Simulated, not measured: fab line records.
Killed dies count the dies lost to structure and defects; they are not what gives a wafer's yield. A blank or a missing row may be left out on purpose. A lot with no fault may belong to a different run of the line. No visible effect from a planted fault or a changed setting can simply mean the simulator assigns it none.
fab line records | flow nandHarc
record: lots: 15 | wafers: 45 | lastDay: 33
route steps=1302 shown THIN_TSV@1245
lots untouched by any fault: they come from a run of this same line in which no faults occurred
startH: hours from the record's opening day to when the first of the lot's shown wafers began | waitH: hours since the lot's step before | " identical to the entry in the row above | L1.1+2: one row covering several wafers at once | - either no value or no given start | * or withheld: withheld | < > ~ a bound
route shown NAME@n: a module of which the file shows steps, and the number in the route of the first | usual: mean/standard deviation of fault-free wafers | same: alike in all rows | chamber/n: place in a boat | sites: each site's reading | _std_site: their standard deviation | _edge_site: the outer-site mean with the inner-site mean subtracted | radiusMm: how far each site lies from the wafer's centre | mask NAME#n: copy n | behind: tool/chamber where the wafer was last shaped | hold: the reason the lot was held/the length of the hold in hours/how it ended | device: the transistor (n, p or np) that didn't switch | end of line: tests run on the same wafers once the route is complete | a step with no rows: only its recipe | killed: not the wafer's yield, but the dies lost to structure and defects at the first sort | map: a wafer's dies, marking killed ones x, the rest . and places with no die _
set.NAME: the setting that was run; set.NAME@STEP: the one run at that earlier step | model.NAME: the simulator's own value behind a step, which no gauge read
steps of the route over a sample of lots; a table a step, a row a wafer
services: the hour from which a tool's chamber was out of use, counted from the record's first day as startH (under 0 if before that day), plus the number of hours and why
== steps ==
step: NHARC_THIN_TSV_CMP_01
recipe: targetThkUm: 3
usual: motorCurrentA: 12.4/1.3 | slurryFilterDpKPa: 13.49/0.13
lot.wafer | tool   | chamber | startH | waitH | motorCurrentA | slurryFilterDpKPa
L291.3    | cmp-01 | 2       | 552.09 | 0.6   | 13.1          | 13.42
L291.2    | "      | 0       | "      | "     | 13.8          | 13.57
L291.6    | "      | 2       | "      | "     | 13.1          | 13.31
L293.4    | cmp-02 | 3       | 560.63 | 0.5   | 13.1          | 13.33
L293.2    | "      | 1       | "      | "     | 12.9          | 13.36
L293.5    | "      | 3       | "      | "     | 12.9          | 13.49
L290.4    | cmp-02 | 0       | 561.79 | 0.4   | 14.0          | 13.65
L290.5    | "      | 0       | "      | "     | 13.3          | 13.49
L290.6    | "      | 1       | "      | "     | 12.7          | 13.32
L296.2    | cmp-02 | 0       | 598.03 | 0.8   | 13.4          | 13.61
L296.6    | "      | 0       | "      | "     | 14.2          | 13.68
L296.5    | "      | 1       | "      | "     | 12.4          | 13.60
L298.4    | cmp-01 | 0       | 620.64 | 0.5   | 13.5          | 13.58
L298.1    | "      | 1       | "      | "     | 10.2          | 13.44
L298.6    | "      | 3       | "      | "     | 13.3          | 13.61
L297.1    | cmp-01 | 3       | 621.83 | 1.0   | 11.9          | 13.38
L297.6    | "      | 3       | "      | "     | 12.3          | 13.45
L297.5    | "      | 0       | "      | "     | 13.2          | 13.52
L300.2    | cmp-01 | 2       | 670.44 | 0.9   | 12.9          | 13.48
L300.3    | "      | 3       | "      | "     | 12.8          | 13.41
L300.6    | "      | 2       | "      | "     | 12.7          | 13.33
L303.4    | cmp-01 | 2       | 675.60 | 0.4   | 13.2          | 13.66
L303.5    | "      | 1       | "      | "     | 9.9           | 13.47
L303.6    | "      | 2       | "      | "     | 12.6          | 13.43
L302.1    | cmp-02 | 2       | 676.80 | 1.0   | 11.2          | 13.54
L302.3    | "      | 0       | "      | "     | 13.4          | 13.61
L302.4    | "      | 1       | "      | "     | 13.1          | 13.49
L304.2    | cmp-01 | 2       | 714.37 | 0.9   | 14.0          | 13.32
L304.4    | "      | 3       | "      | "     | 12.1          | 13.45
L304.5    | "      | 1       | "      | "     | 9.9           | 13.75
L305.2    | cmp-04 | 0       | 715.59 | 0.9   | 12.1          | 13.58
L305.4    | "      | 2       | "      | "     | 13.9          | 13.52
L305.6    | "      | 0       | "      | "     | 12.6          | 13.43
L308.4    | cmp-04 | 2       | 732.69 | 0.5   | 14.2          | 13.60
L308.3    | "      | 3       | "      | "     | 11.0          | 13.62
L308.5    | "      | 2       | "      | "     | 13.3          | 13.77
L310.2    | cmp-04 | 0       | 736.21 | 0.8   | 12.1          | 13.55
L310.1    | "      | 1       | "      | "     | 13.4          | 13.48
L310.6    | "      | 1       | "      | "     | 13.9          | 13.84
L312.3    | cmp-01 | 1       | 746.60 | 0.6   | 10.2          | 13.57
L312.1    | "      | 0       | "      | "     | 13.5          | 13.55
L312.6    | "      | 2       | "      | "     | 13.8          | 13.50
L313.4    | cmp-04 | 0       | 778.18 | 0.4   | 12.2          | 13.21
L313.3    | "      | 2       | "      | "     | 14.3          | 13.38
L313.6    | "      | 3       | "      | "     | 10.7          | 13.37
step: NHARC_THIN_TSV_STRIP_45
recipe: powerW: 1500 | tempC: 250 | chemistry: O2
usual: drypumpMotorCurrentA: 5.6/0.57 | heaterPowerW: 321/29 | tempC: 250.02/0.19
lot.wafer | tool           | chamber | startH | waitH | drypumpMotorCurrentA | heaterPowerW | rfHoursCounterH | tempC
L291.2    | plasmaAsher-02 | 1       | 554.49 | 0.1   | 5.1                  | 342          | 30              | 250.00
L291.3    | "              | 1       | "      | "     | 5.1                  | 329          | -               | 249.91
L291.6    | "              | 1       | "      | "     | 5.1                  | 344          | -               | 249.82
L293.2    | plasmaAsher-02 | 0       | 562.90 | 0.1   | 5.0                  | 309          | 32              | 249.87
L293.4    | "              | 0       | "      | "     | 5.0                  | 300          | -               | 250.02
L293.5    | "              | 0       | "      | "     | 5.0                  | 302          | -               | 249.83
L290.4    | plasmaAsher-02 | 0       | 564.43 | 0.2   | 5.0                  | 307          | -               | 249.75
L290.5    | "              | 1       | "      | "     | 5.1                  | 339          | -               | 250.05
L290.6    | "              | 0       | "      | "     | 4.9                  | 310          | -               | 250.06
L296.2    | plasmaAsher-01 | 0       | 600.25 | 0.1   | 6.0                  | 364          | 14              | 250.19
L296.6    | "              | 0       | "      | "     | 6.0                  | 366          | -               | 250.24
L296.5    | "              | 1       | "      | "     | 6.2                  | 306          | -               | 250.17
L298.1    | plasmaAsher-01 | 1       | 623.02 | 0.1   | 6.3                  | 316          | 21              | 249.95
L298.4    | "              | 1       | "      | "     | 6.2                  | 308          | -               | 250.14
L298.6    | "              | 1       | "      | "     | 6.2                  | 307          | -               | 250.09
L297.1    | plasmaAsher-01 | 0       | 624.19 | 0.1   | 6.0                  | 369          | 21              | 249.87
L297.6    | "              | 0       | "      | "     | 6.0                  | 373          | -               | 250.28
L297.5    | "              | 1       | "      | "     | 6.3                  | 310          | -               | 250.35
L300.2    | plasmaAsher-02 | 1       | 672.85 | 0.1   | 5.1                  | 343          | 12              | 249.73
L300.3    | "              | 1       | "      | "     | 5.1                  | 324          | -               | 249.90
L300.6    | "              | 1       | "      | "     | 5.1                  | 335          | -               | 250.18
L303.4    | plasmaAsher-02 | 1       | 678.02 | 0.2   | 5.1                  | 329          | -               | 249.97
L303.6    | "              | 1       | "      | "     | 5.0                  | 333          | -               | 249.97
L303.5    | "              | 0       | "      | "     | 4.9                  | 284          | -               | 249.68
L302.1    | plasmaAsher-02 | 1       | 679.29 | 0.1   | 5.1                  | 330          | 14              | 250.06
L302.4    | "              | 1       | "      | "     | 5.1                  | 328          | -               | 250.32
L302.3    | "              | 0       | "      | "     | 5.0                  | 285          | -               | 249.93
L304.2    | plasmaAsher-02 | 1       | 716.74 | 0.1   | 5.1                  | 336          | 24              | 249.87
L304.4    | "              | 1       | "      | "     | 5.1                  | 334          | -               | 249.91
L304.5    | "              | 0       | "      | "     | 4.9                  | 288          | -               | 249.98
L305.2    | plasmaAsher-02 | 0       | 717.79 | 0.1   | 4.9                  | 282          | 24              | 249.92
L305.4    | "              | 1       | "      | "     | 5.1                  | 321          | -               | 250.05
L305.6    | "              | 0       | "      | "     | 4.9                  | 283          | -               | 249.97
L308.3    | plasmaAsher-01 | 0       | 735.12 | 0.2   | 6.0                  | 348          | -               | 250.10
L308.4    | "              | 1       | "      | "     | 6.3                  | 288          | -               | 250.19
L308.5    | "              | 1       | "      | "     | 6.3                  | 290          | -               | 250.31
L310.2    | plasmaAsher-01 | 1       | 738.56 | 0.1   | 6.3                  | 292          | 8               | 250.15
L310.1    | "              | 0       | "      | "     | 6.1                  | 351          | 8               | 250.25
L310.6    | "              | 1       | "      | "     | 6.3                  | 292          | -               | 250.08
L312.1    | plasmaAsher-01 | 0       | 748.96 | 0.1   | 6.0                  | 346          | 11              | 250.16
L312.3    | "              | 1       | "      | "     | 6.2                  | 296          | -               | 250.31
L312.6    | "              | 0       | "      | "     | 6.0                  | 353          | -               | 249.96
L313.3    | plasmaAsher-01 | 1       | 780.61 | 0.2   | 6.2                  | 295          | -               | 250.05
L313.4    | "              | 0       | "      | "     | 6.0                  | 351          | -               | 250.07
L313.6    | "              | 0       | "      | "     | 6.0                  | 356          | -               | 250.09
step: NHARC_THIN_TSV_PVD_51
recipe: targetThkA: 1000 | chamberPressurePa: 5 | material: Cu
usual: throttleValvePct: 30.3/1.1
lot.wafer | tool          | chamber | startH | waitH | throttleValvePct
L291.3    | pvdSputter-02 | -       | -      | -     | 31.9
L291.2    | "             | -       | "      | "     | 29.7
L291.6    | "             | -       | "      | "     | 29.8
L293.4    | pvdSputter-03 | -       | -      | -     | 29.0
L293.2    | "             | -       | "      | "     | 29.3
L293.5    | "             | -       | "      | "     | 29.5
L290.4    | pvdSputter-01 | -       | -      | -     | 31.3
L290.5    | "             | -       | "      | "     | 28.4
L290.6    | "             | -       | "      | "     | 31.7
L296.2    | pvdSputter-03 | -       | -      | -     | 31.0
L296.5    | "             | -       | "      | "     | 31.1
L296.6    | "             | -       | "      | "     | 29.0
L298.1    | pvdSputter-03 | -       | -      | -     | 30.2
L298.4    | "             | -       | "      | "     | 30.8
L298.6    | "             | -       | "      | "     | 30.0
L297.1    | pvdSputter-03 | -       | -      | -     | 29.2
L297.5    | "             | -       | "      | "     | 31.1
L297.6    | "             | -       | "      | "     | 29.1
L300.2    | pvdSputter-01 | -       | -      | -     | 31.8
L300.3    | "             | -       | "      | "     | 30.8
L300.6    | "             | -       | "      | "     | 31.9
L303.4    | pvdSputter-02 | -       | -      | -     | 29.7
L303.6    | "             | -       | "      | "     | 31.5
L303.5    | "             | -       | "      | "     | 29.6
L302.3    | pvdSputter-03 | -       | -      | -     | 29.8
L302.1    | "             | -       | "      | "     | 31.1
L302.4    | "             | -       | "      | "     | 29.3
L304.4    | pvdSputter-01 | -       | 718.69 | -     | 32.0
L304.2    | "             | -       | "      | "     | 30.8
L304.5    | "             | -       | "      | "     | 31.8
L305.2    | pvdSputter-03 | -       | -      | -     | 29.7
L305.4    | "             | -       | "      | "     | 29.3
L305.6    | "             | -       | "      | "     | 31.9
L308.3    | pvdSputter-01 | -       | -      | -     | 31.6
L308.4    | "             | -       | "      | "     | 30.7
L308.5    | "             | -       | "      | "     | 32.1
L310.1    | pvdSputter-03 | -       | -      | -     | 31.9
L310.2    | "             | -       | "      | "     | 29.2
L310.6    | "             | -       | "      | "     | 29.8
L312.1    | pvdSputter-03 | -       | -      | -     | 29.2
L312.3    | "             | -       | "      | "     | 30.1
L312.6    | "             | -       | "      | "     | 29.2
L313.3    | pvdSputter-03 | -       | 782.52 | -     | 29.2
L313.4    | "             | -       | "      | "     | 29.6
L313.6    | "             | -       | "      | "     | 29.0
step: NHARC_THIN_TSV_ETCH_36
recipe: targetDepthA: 650 | overEtchFrac: 0.3 | timeS: 18.571 | ionEnergyEv: 150 | chemistry: Cl2/BCl3
usual: chamberPressureMTorr: 9.998/0.0079 | drypumpMotorCurrentA: 5.8/0.35 | oesProductAu: 0.998/0.0099
lot.wafer | tool        | chamber | startH | waitH | chamberPressureMTorr | drypumpMotorCurrentA | oesProductAu | rfHoursCounterH
L291.2    | rieMetal-02 | 1       | 559.94 | 0.2   | 10.000               | 6.1                  | 1.009        | 1.7
L291.3    | "           | 0       | "      | "     | 9.990                | 5.4                  | 0.993        | -
L291.6    | "           | 1       | "      | "     | 10.009               | 6.1                  | 0.996        | -
L293.2    | rieMetal-02 | 1       | 568.20 | 0.2   | 10.015               | 6.1                  | 0.994        | 1.9
L293.4    | "           | 1       | "      | "     | 9.983                | 6.1                  | 1.004        | -
L293.5    | "           | 1       | "      | "     | 9.994                | 6.1                  | 1.004        | -
L290.4    | rieMetal-01 | 0       | 569.84 | 0.2   | 9.994                | 6.5                  | 0.986        | -
L290.5    | "           | 1       | "      | "     | 10.011               | 5.7                  | 0.996        | -
L290.6    | "           | 0       | "      | "     | 9.994                | 6.5                  | 0.985        | -
L296.2    | rieMetal-03 | 1       | 605.67 | 0.2   | 9.995                | 6.0                  | 0.990        | 1.6
L296.5    | "           | 1       | "      | "     | 10.001               | 6.0                  | 0.984        | -
L296.6    | "           | 0       | "      | "     | 10.010               | 5.4                  | 1.001        | -
L298.1    | rieMetal-01 | 0       | 628.44 | 0.2   | 9.995                | 6.5                  | 1.000        | 0.7
L298.4    | "           | 1       | "      | "     | 9.998                | 5.7                  | 0.985        | -
L298.6    | "           | 0       | "      | "     | 9.984                | 6.5                  | 1.000        | -
L297.1    | rieMetal-03 | 0       | 629.70 | 0.2   | 9.991                | 5.4                  | 0.994        | 1.8
L297.6    | "           | 0       | "      | "     | 10.002               | 5.4                  | 1.003        | -
L297.5    | "           | 1       | "      | "     | 9.997                | 6.0                  | 0.993        | -
L300.2    | rieMetal-02 | 0       | 678.29 | 0.2   | 9.998                | 5.4                  | 0.991        | 0.8
L300.3    | "           | 0       | "      | "     | 9.985                | 5.5                  | 1.004        | -
L300.6    | "           | 1       | "      | "     | 9.985                | 6.1                  | 1.018        | -
L303.4    | rieMetal-03 | 1       | 683.50 | 0.2   | 9.997                | 6.0                  | 0.986        | -
L303.5    | "           | 1       | "      | "     | 10.014               | 6.0                  | 0.994        | -
L303.6    | "           | 0       | "      | "     | 10.001               | 5.4                  | 0.986        | -
L302.1    | rieMetal-02 | 0       | 684.72 | 0.2   | 10.005               | 5.5                  | 0.982        | 1.0
L302.3    | "           | 0       | "      | "     | 9.992                | 5.5                  | 0.999        | -
L302.4    | "           | 1       | "      | "     | 9.998                | 6.0                  | 1.012        | -
L304.2    | rieMetal-02 | 1       | 722.09 | 0.2   | 9.996                | 6.1                  | 1.014        | 1.4
L304.4    | "           | 0       | "      | "     | 9.989                | 5.4                  | 0.987        | -
L304.5    | "           | 0       | "      | "     | 9.999                | 5.5                  | 0.991        | -
L305.2    | rieMetal-03 | 0       | 723.21 | 0.2   | -                    | -                    | -            | -
L305.4    | "           | 0       | "      | "     | -                    | -                    | -            | -
L305.6    | "           | 1       | "      | "     | -                    | -                    | -            | -
L308.4    | rieMetal-02 | 0       | 740.48 | 0.1   | -                    | -                    | -            | -
L308.3    | "           | 1       | "      | "     | -                    | -                    | -            | -
L308.5    | "           | 1       | "      | "     | -                    | -                    | -            | -
L310.1    | rieMetal-03 | 0       | 743.99 | 0.2   | -                    | -                    | -            | -
L310.2    | "           | 1       | "      | "     | -                    | -                    | -            | -
L310.6    | "           | 0       | "      | "     | -                    | -                    | -            | -
L312.1    | rieMetal-02 | 1       | 754.39 | 0.2   | 10.006               | 6.0                  | 1.023        | 2.2
L312.3    | "           | 0       | "      | "     | 9.996                | 5.4                  | 0.986        | -
L312.6    | "           | 1       | "      | "     | 9.994                | 6.0                  | 1.012        | -
L313.3    | rieMetal-01 | 1       | 786.05 | 0.3   | 10.001               | 5.7                  | 0.987        | -
L313.4    | "           | 1       | "      | "     | 10.003               | 5.7                  | 0.980        | -
L313.6    | "           | 1       | "      | "     | 10.013               | 5.7                  | 0.987        | -
== services ==
tool           | chamber | startH | hours | kind
pvdSputter-03  | -       | 551.05 | 10.1  | repair
plasmaAsher-01 | -       | 554.23 | 5.4   | repair
cmp-01         | -       | 580.51 | 4.0   | pm
cmp-04         | -       | 601.04 | 4.0   | pm
plasmaAsher-02 | -       | 603.00 | 9.0   | pm
pvdSputter-01  | -       | 606.38 | 10.0  | pm
cmp-02         | -       | 615.01 | 12.4  | repair
rieMetal-02    | -       | 631.04 | 9.0   | pm
cmp-02         | -       | 657.00 | 0.5   | repair
cmp-01         | -       | 663.97 | 1.4   | repair
cmp-01         | -       | 678.51 | 4.0   | pm
plasmaAsher-01 | -       | 682.87 | 4.7   | repair
pvdSputter-03  | -       | 689.47 | 3.3   | repair
cmp-01         | -       | 690.69 | 3.0   | repair
rieMetal-03    | -       | 696.00 | 9.0   | pm
plasmaAsher-01 | -       | 696.13 | 9.0   | pm
pvdSputter-03  | -       | 704.00 | 10.0  | pm
cmp-01         | -       | 714.91 | 1.8   | repair
cmp-01         | -       | 717.22 | 0.5   | repair
cmp-01         | -       | 727.66 | 0.7   | repair
cmp-01         | -       | 747.97 | 2.6   | repair
plasmaAsher-02 | -       | 756.33 | 5.0   | repair
cmp-01         | -       | 776.51 | 4.0   | pm
plasmaAsher-02 | -       | 780.04 | 9.0   | pm
== key ==
firstSign: step: NHARC_THIN_TSV_ETCH_36 | reading: toolRecord | direction: missing
effect none on later readings
metAt NHARC_THIN_TSV_ETCH_36
struckLots L305,L308,L310
laterRowsLeftOut L305.2,L305.4,L305.6,L308.3,L308.4,L308.5,L310.1,L310.2,L310.6
sortLeftOut L305.2,L305.4,L305.6,L308.3,L308.4,L308.5,L310.1,L310.2,L310.6
notActingAt NHARC_THIN_TSV_CMP_01,NHARC_THIN_TSV_STRIP_45,NHARC_THIN_TSV_PVD_51
onsetBetween 722.09 723.21
fault: kind: skippedStepWhole | tool: rieMetal-02,rieMetal-03 | chamber: - | onsetH: 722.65 | steps: NHARC_THIN_TSV_ETCH_36 | scope: struckLotsOnly
sortLeftOut: the simulated sort isn't trusted on such a fault, so these wafers' sort isn't shown, and their yield isn't known
laterRowsLeftOut: the simulator's readings of these wafers behind a module that went badly wrong aren't trusted and aren't shown, but for the sort
